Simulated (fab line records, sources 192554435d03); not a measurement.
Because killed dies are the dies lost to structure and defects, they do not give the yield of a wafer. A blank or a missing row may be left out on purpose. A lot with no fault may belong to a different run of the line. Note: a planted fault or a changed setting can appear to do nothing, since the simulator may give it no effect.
Chamber matching	flow n5-finfet	N5_BEOL_M15_STRIP_36 on rie-diel-03: 4 sister chambers
The step strips in O2. 8 wafers are shown with their chamber, then 8 later ones without.

WAFERS WITH THEIR CHAMBER
wafer	chamber	drypump-motor-current-A (A)	throttle-valve-pct (%)
L076.5	3	4.9	17.01
L084.1	2	5.4	16.55
L084.4	0	6.0	16.63
L084.6	1	6.4	16.97
L094.1	2	5.4	16.56
L094.2	0	6.0	16.67
L094.3	3	4.9	17.05
L094.4	1	6.5	16.98

WAFERS WITH NO CHAMBER GIVEN
wafer	drypump-motor-current-A (A)	throttle-valve-pct (%)
L094.5	6.5	17.00
L094.6	5.4	16.54
L090.1	6.0	16.69
L090.3	5.4	16.58
L090.5	5.4	16.54
L097.1	6.5	17.00
L097.4	4.9	17.06
L097.6	6.0	16.67

CHAMBER TAKEN BY EACH
wafer	from the rows above	in truth
L094.5	1	1
L094.6	2	2
L090.1	0	0
L090.3	2	2
L090.5	2	2
L097.1	1	1
L097.4	3	3
L097.6	0	0
8 of 8 placed correctly. Left unplaced by these rows: 0. Wrongly placed: 0.
How it was worked out, from the rows above alone: a wafer's distance from a chamber is the root of the sum, over the readings, of the square of ((its reading less the chamber's mean) divided by the reading's scatter). If the next closest chamber is less than 2 further off than the closest, the wafer can't be placed; otherwise it belongs to the closest. For every chamber, the mean is computed from those of its wafers that are shown. How the scatter is found: for the shown wafers, subtract from each reading the mean of its chamber, square and add these, divide the total by (wafers less chambers), then take the root.
